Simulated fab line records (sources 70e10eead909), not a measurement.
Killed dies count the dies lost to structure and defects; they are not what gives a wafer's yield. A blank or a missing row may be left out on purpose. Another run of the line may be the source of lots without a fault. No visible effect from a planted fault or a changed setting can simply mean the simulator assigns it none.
fab line records	flow nand-harc
record: lots: 5	wafers: 15	last-day: 24
route steps=1159 shown A_SLIT@799 A_SIN_REMOVE@804 A_WL_FILL@809 END@1159
lots untouched by any fault: they come from a run of this same line in which no faults occurred
start-h: hours from the record's opening day to when the first of the lot's shown wafers began	wait-h: hours since the lot's step before	" repeats the value in the row above	L1.1+2: a single row standing in for several wafers	- no value, or no start given	* or withheld: withheld	< > ~ a bound
route shown NAME@n: a module of which the file shows steps, and the number in the route of the first	usual: average and standard deviation across the fault-free wafers	same: alike in all rows	chamber/n: place in a boat	sites: each site's reading	_std_site: standard deviation across them	_edge_site: outer sites' mean less inner sites'	radius-mm: for every site, how far away it sits from the centre of the wafer	mask NAME#n: copy n	behind: tool/chamber where the wafer was last shaped	hold: cause of the lot's hold/its duration in hours/its outcome	device: the transistor (n, p or np) that didn't switch	end of line: tests run on the same wafers once the route is complete	for a step that has no rows: nothing shown but its recipe	killed: dies lost to structure and defects at the first sort, not the wafer's yield	map: a wafer's dies, marking killed ones x, the rest . and places with no die _
set.NAME: setting as actually run; set.NAME@STEP: the setting as run at that earlier step	model.NAME: the simulator's own value behind a step, which no gauge read
certain route steps with their lots: each step a table, each wafer a row
services: from which hour (start-h, from the record's first day; less than 0 if before it) a tool's chamber was out of use, for how many hours, and why
== steps ==
step: NHARC_A_SLIT_ETCH_29
recipe: target-depth-a: 1000	overetch-a: 100	time-s: 55	ion-energy-ev: 100	cf4-flow-sccm: 80	o2-flow-sccm: 20	ar-flow-sccm: 0	rf-w: 300	bias-w: 100	chemistry: CF4/O2
usual: drypump-motor-current-A: 5.6/0.64	oes-product-au: 1.004/0.01	rf-fwd-power-W: 297.3/1.2	rf-vpp-V: 198.0/1.5	showerhead-plenum-p-Torr: 1.35/0.057	throttle-valve-pct: 13.397/0.01
lot.wafer	tool	chamber	start-h	wait-h	drypump-motor-current-A	oes-product-au	rf-fwd-power-W	rf-hours-counter-h	rf-vpp-V	showerhead-plenum-p-Torr	throttle-valve-pct
L936.1	rie-diel-05	3	319.92	0.1	6.5	0.996	298.2	10	198.3	1.34	13.400
L936.2	"	0	"	"	6.1	1.004	298.8	12	198.5	1.35	13.391
L936.3	"	1	"	"	6.8	0.983	297.8	11	197.9	1.34	13.402
L935.3	rie-diel-05	1	331.34	0.1	6.7	0.990	296.4	12	198.3	1.34	13.399
L935.4	"	3	"	"	6.5	0.997	297.7	11	196.3	1.34	13.384
L935.5	"	1	"	"	6.7	0.978	296.9	-	197.5	1.34	13.402
L954.1	rie-diel-12	0	436.53	0.1	6.1	0.996	297.8	4	197.2	1.29	13.386
L954.3	"	2	"	"	5.2	0.991	297.1	3	197.1	1.24	13.397
L954.6	"	3	"	"	5.2	0.996	296.7	-	197.4	1.33	13.400
L953.4	rie-diel-05	2	436.83	0.1	4.6	1.010	298.8	5	200.0	1.44	13.388
L953.1	"	1	"	"	6.7	0.995	297.2	4	197.3	1.34	13.415
L953.5	"	2	"	"	4.6	1.014	299.3	-	200.5	1.44	13.402
L956.3	rie-diel-12	2	449.43	0.1	5.2	1.010	295.9	3	197.0	1.24	13.395
L956.1	"	3	"	"	5.2	1.006	299.8	4	198.1	1.33	13.397
L956.6	"	1	"	"	6.0	0.992	298.4	-	196.5	1.25	13.390
step: NHARC_A_SLIT_STRIP_18
recipe: o2-flow-sccm: 500	ar-flow-sccm: 0	bias-w: 0	chemistry: O2
usual: drypump-motor-current-A: 5.6/0.63	oes-product-au: 1.005/0.01	rf-vpp-V: 57.9/0.93	showerhead-plenum-p-Torr: 3.56/0.15	throttle-valve-pct: 17.038/0.009
lot.wafer	tool	chamber	start-h	wait-h	drypump-motor-current-A	oes-product-au	rf-hours-counter-h	rf-vpp-V	showerhead-plenum-p-Torr	throttle-valve-pct
L936.3	rie-diel-05	1	-	-	6.7	0.987	11	58.4	3.54	17.040
L936.2	"	2	"	"	4.7	1.024	10	58.8	3.79	17.029
L936.1	"	3	"	"	6.5	1.011	10	56.7	3.54	17.036
L935.4	rie-diel-05	3	-	-	6.6	0.998	11	56.8	3.53	17.038
L935.3	"	1	"	"	6.7	0.994	12	57.7	3.54	17.044
L935.5	"	3	"	"	6.6	1.003	-	57.6	3.53	17.032
L954.1	rie-diel-12	1	-	-	6.0	0.994	4	57.5	3.31	17.017
L954.3	"	2	"	"	5.2	1.013	3	58.2	3.30	17.040
L954.6	"	0	"	"	6.1	0.999	-	56.7	3.41	17.031
L953.4	rie-diel-05	0	-	-	6.1	0.988	4	56.9	3.56	17.055
L953.1	"	3	"	"	6.5	1.003	4	56.5	3.53	17.046
L953.5	"	0	"	"	6.1	0.998	-	56.6	3.56	17.033
L956.3	rie-diel-12	2	-	-	5.2	1.007	3	57.9	3.30	17.042
L956.1	"	0	"	"	6.1	0.988	4	58.2	3.41	17.042
L956.6	"	3	"	"	5.2	1.020	-	58.7	3.51	17.044
step: NHARC_A_SLIT_PRECLEAN_19
recipe: time-s: *	temp-c: 50	bath-age-min: 0	chemistry: SC1
step: NHARC_A_SLIT_SRD_20
step: NHARC_A_SLIT_CD_MEAS_21
usual: cd-nm: 289.7/1
lot.wafer	tool	chamber	start-h	wait-h	cd-nm
L936.1	cd-sem-01	-	320.46	-	289.1
L936.2	"	-	"	"	289.7
L936.3	"	-	"	"	289.7
L935.3	cd-sem-03	-	331.89	-	288.4
L935.4	"	-	"	"	287.1
L935.5	"	-	"	"	288.5
L954.1	cd-sem-01	-	437.05	-	291.7
L954.3	"	-	"	"	289.7
L954.6	"	-	"	"	290.3
L953.1	cd-sem-02	-	437.37	-	291.3
L953.4	"	-	"	"	291.1
L953.5	"	-	"	"	291.3
L956.1	cd-sem-02	-	449.99	0.1	288.5
L956.3	"	-	"	"	288.4
L956.6	"	-	"	"	289.4
step: NHARC_A_SIN_REMOVE_WET_00
recipe: temp-c: 160	time-s: 15300	chemistry: H3PO4
step: NHARC_A_SIN_REMOVE_PRECLEAN_01
recipe: time-s: *	temp-c: 50	bath-age-min: 0	chemistry: SC1
step: NHARC_A_SIN_REMOVE_SRD_02
step: NHARC_A_SIN_REMOVE_INSPECT_04
usual: raw-defect-count: 303/73
lot.wafer	tool	chamber	start-h	wait-h	raw-defect-count
L936.1	defect-inspect-01	-	326.43	0.0	247
L936.2	"	-	"	"	385
L936.3	"	-	"	"	398
L935.3	defect-inspect-02	-	339.52	0.0	261
L935.4	"	-	"	"	194
L935.5	"	-	"	"	288
L954.1	defect-inspect-02	-	444.73	0.0	213
L954.3	"	-	"	"	311
L954.6	"	-	"	"	299
L953.1	defect-inspect-01	-	444.74	0.0	249
L953.4	"	-	"	"	231
L953.5	"	-	"	"	238
L956.1	defect-inspect-01	-	457.73	0.0	350
L956.3	"	-	"	"	323
L956.6	"	-	"	"	315
step: NHARC_A_WL_FILL_ALD_00
recipe: target-thk-a: 30	pulse-time-s: 3	ald-cycles: 30	temp-c: 300	material: Al2O3
usual: ald-cycles: 30/0	heater-power-w: 460/46	precursor-pulse-height-rel: 0.999/0.019
lot.wafer	tool	chamber	start-h	wait-h	ald-cycles	heater-power-w	precursor-pulse-height-rel
L936.1	ald-hk-01	0	326.50	0.1	30	488	1.016
L936.3	"	1	"	"	30	480	1.015
L936.2	"	3	"	"	30	423	1.016
L935.4	ald-hk-01	3	339.61	0.1	30	435	1.040
L935.3	"	0	"	"	30	475	1.008
L935.5	"	2	"	"	30	471	0.986
L954.3	ald-hk-03	2	447.12	2.4	30	511	1.015
L954.1	"	1	"	"	30	366	0.976
L954.6	"	2	"	"	30	529	0.981
L953.1	ald-hk-03	2	447.28	2.5	30	520	0.998
L953.4	"	0	"	"	30	467	0.990
L953.5	"	2	"	"	30	523	0.996
L956.3	ald-hk-03	1	457.79	0.1	30	365	0.970
L956.1	"	2	"	"	30	535	1.021
L956.6	"	2	"	"	30	528	1.009
step: NHARC_A_WL_FILL_RTA_01
recipe: temp-c: 1000	time-s: 5
usual: lamp-power-pct: 31.3/0.73	lamp_zone_3_pct: 31.3/0.73	lamp_zone_4_pct: 31.3/0.72	wafer_temp_C_max: 1005.8/1
lot.wafer	tool	chamber	start-h	wait-h	lamp-power-pct	lamp_zone_3_pct	lamp_zone_4_pct	wafer_temp_C_max
L936.1	rtp-anneal-01	0	326.76	-	30.5	30.5	30.5	1005.1
L936.2	"	0	"	"	30.5	30.5	30.5	1006.1
L936.3	"	0	"	"	30.5	30.5	30.5	1004.8
L935.3	rtp-anneal-02	0	339.91	-	32.0	31.9	31.9	1005.6
L935.4	"	0	"	"	31.9	32.0	31.9	1005.9
L935.5	"	0	"	"	31.9	31.9	31.9	1005.0
L954.1	rtp-anneal-01	0	447.39	-	30.5	30.5	30.4	1004.3
L954.3	"	0	"	"	30.5	30.5	30.5	1006.2
L954.6	"	0	"	"	30.5	30.5	30.5	1006.5
L953.1	rtp-anneal-02	0	447.56	-	32.0	31.9	32.0	1003.8
L953.4	"	0	"	"	32.0	32.0	31.9	1004.4
L953.5	"	0	"	"	32.0	31.9	32.0	1006.5
L956.1	rtp-anneal-02	0	458.05	-	32.0	31.9	31.8	1004.7
L956.3	"	0	"	"	31.9	32.0	31.9	1004.8
L956.6	"	0	"	"	32.0	31.9	31.9	1005.1
step: NHARC_A_WL_FILL_ALD_02
recipe: target-thk-a: 20	pulse-time-s: 3	ald-cycles: 100	temp-c: 450	material: TiN
usual: ald-cycles: 100/0	heater-power-w: 1095/67	precursor-pulse-height-rel: 1.001/0.019
lot.wafer	tool	chamber	start-h	wait-h	ald-cycles	heater-power-w	precursor-pulse-height-rel
L936.2	ald-metal-02	3	326.98	0.2	100	1145	1.024
L936.1	"	0	"	"	100	1069	1.002
L936.3	"	1	"	"	100	1002	0.998
L935.4	ald-metal-02	2	340.10	0.1	100	1104	1.005
L935.3	"	0	"	"	49	1037	1.007
L935.5	"	2	"	"	49	1115	1.007
L954.1	ald-metal-02	0	447.60	0.2	100	1070	1.023
L954.3	"	3	"	"	100	1165	1.001
L954.6	"	0	"	"	100	1056	0.994
L953.1	ald-metal-01	0	447.77	0.2	100	987	0.991
L953.4	"	1	"	"	100	1102	0.999
L953.5	"	1	"	"	100	1097	0.997
L956.1	ald-metal-04	0	458.27	0.2	100	1131	1.009
L956.3	"	2	"	"	100	1051	1.008
L956.6	"	0	"	"	100	1107	0.992
step: NHARC_END_SORT_01
recipe: temp-c: 25
usual: killed-at-array: 27/8.8	killed-at-other: 0.4/0.82	killed-at-periphery: 3.1/2.1	killed-dies: 31/8.8	killed-open: 3.3/2	killed-short: 2.0/1.4
same: gross-dies: 677
lot.wafer	tool	chamber	start-h	wait-h	killed-at-array	killed-at-other	killed-at-periphery	killed-dies	killed-open	killed-short
L935.3	prober-01	0	468.36	3.1	675	0	2	677	2	1
L935.5	prober-01	0	469.96	3.7	672	0	5	677	4	2
killed by level:class
L935.3 A_WL_FILL:area-ald=657 A_WL_FILL:chamber-film-flake=6 A_STAIRCASE:chamber-film-flake=3 A_SGD_CUT:chamber-film-flake=2 A_CONTACT:chamber-film-flake=2 P_CONTACT:geometric-particle:open=1 A_ONON_D1:geometric-particle:short=1 A_CONTACT:geometric-particle:open=1
L935.5 A_WL_FILL:area-ald=650 A_STAIRCASE:chamber-film-flake=6 A_CONTACT:chamber-film-flake=4 A_SGD_CUT:chamber-film-flake=3 A_WL_FILL:chamber-film-flake=3 P_GATE:geometric-particle:open=2 A_CHANNEL_HOLE_D1:chamber-film-flake=2 P_M0:geometric-particle:open=1
map L935.3 (x killed, . not)
____________x____________
_________xxxxxxx_________
_______xxxxxxxxxxx_______
______xxxxxxxxxxxxx______
_____xxxxxxxxxxxxxxx_____
____xxxxxxxxxxxxxxxxx____
____xxxxxxxxxxxxxxxxx____
___xxxxxxxxxxxxxxxxxxx___
___xxxxxxxxxxxxxxxxxxx___
__xxxxxxxxxxxxxxxxxxxxx__
__xxxxxxxxxxxxxxxxxxxxx__
_xxxxxxxxxxxxxxxxxxxxxxx_
_xxxxxxxxxxxxxxxxxxxxxxx_
_xxxxxxxxxxxxxxxxxxxxxxx_
_xxxxxxxxxxxxxxxxxxxxxxx_
_xxxxxxxxxxxxxxxxxxxxxxx_
xxxxxxxxxxxxxxxxxxxxxxxxx
xxxxxxxxxxxxxxxxxxxxxxxxx
xxxxxxxxxxxxxxxxxxxxxxxxx
xxxxxxxxxxxxxxxxxxxxxxxxx
xxxxxxxxxxxxxxxxxxxxxxxxx
_xxxxxxxxxxxxxxxxxxxxxxx_
_xxxxxxxxxxxxxxxxxxxxxxx_
_xxxxxxxxxxxxxxxxxxxxxxx_
_xxxxxxxxxxxxxxxxxxxxxxx_
_xxxxxxxxxxxxxxxxxxxxxxx_
__xxxxxxxxxxxxxxxxxxxxx__
__xxxxxxxxxxxxxxxxxxxxx__
___xxxxxxxxxxxxxxxxxxx___
___xxxxxxxxxxxxxxxxxxx___
____xxxxxxxxxxxxxxxxx____
____xxxxxxxxxxxxxxxxx____
_____xxxxxxxxxxxxxxx_____
______xxxxxxxxxxxxx______
_______xxxxxxxxxxx_______
_________xxxxxxx_________
____________x____________
map L936.1 (x killed, . not)
____________.____________
_________......._________
_______..........._______
______.............______
_____..............._____
____.................____
____.................____
___...................___
___...................___
__.....................__
__..xx.................__
_.....................x._
_......x...x........x..._
_......................._
_..x...................._
_....................xx._
.....................xxx.
...................x.....
.........................
.........................
................x........
_......................._
_......................._
_......................._
_..............x.x......_
_.................x....._
__...........x.x.......__
__...........x.x.xxx.x.__
___............xxx..x.___
___.............xx....___
____.............x...____
____.................____
_____x.............._____
______.....x.......______
_______..........._______
_________.....x._________
____________.____________
== services ==
tool	chamber	start-h	hours	kind
rtp-anneal-02	-	300.00	12.0	pm
rie-diel-05	0	301.44	-	clean
rie-diel-05	1	301.44	-	clean
rie-diel-05	2	301.44	-	clean
rie-diel-05	3	301.44	-	clean
rie-diel-05	2	308.34	3.2	repair
ald-metal-02	-	310.91	0.3	repair
ald-metal-01	-	313.07	5.9	repair
ald-metal-02	3	319.09	2.0	repair
ald-hk-03	-	322.55	10.0	pm
rie-diel-05	0	325.94	-	clean
rie-diel-05	-	346.94	9.0	pm
ald-metal-02	-	364.03	10.0	pm
rie-diel-05	1	372.96	1.4	repair
rie-diel-12	-	379.56	9.0	pm
rie-diel-05	3	388.64	10.4	repair
ald-metal-02	2	393.04	28.9	repair
ald-metal-02	-	404.46	0.5	repair
ald-metal-04	-	406.00	10.0	pm
ald-metal-01	0	407.91	31.2	repair
ald-metal-04	1	416.52	6.7	repair
rie-diel-05	3	429.00	2.4	repair
ald-metal-04	3	448.93	19.9	repair
ald-metal-01	-	458.00	10.0	pm
== key ==
first-sign: step: NHARC_A_WL_FILL_ALD_02	reading: ald-cycles	direction: down	sigmas: 99+	usual: 100	struck: 49
effect: step: NHARC_END_SORT_01	reading: killed-dies	direction: up	sigmas: 73	usual: 31	struck: 677
more-kills-born-at: NHARC_A_WL_FILL_ALD_02@ald-metal-02: 1307
met-at NHARC_A_WL_FILL_ALD_02
struck-wafers L935.3,L935.5
later-rows-left-out L935.3,L935.5
tester-left-out L935
onset-between 326.98 340.10
fault: kind: process-parameter-drift	tool: ald-metal-02	chamber: -	onset-h: 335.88	steps: NHARC_A_WL_FILL_ALD_02	channel: ald-cycles	offset: -51	shape: step	end-h: 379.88	scope: struck-wafers-only	acts-in: these-recipes-only	stated: 100
tester-left-out: of these lots the tester's yield and bins aren't shown, on N5 and GAA mostly nor the transistor test; their killed dies are dies lost to structure and defects alone, not to doping, threshold or leakage, so they don't give the yield
later-rows-left-out: the simulator's readings of these wafers behind a module that went badly wrong aren't trusted and aren't shown, but for the sort
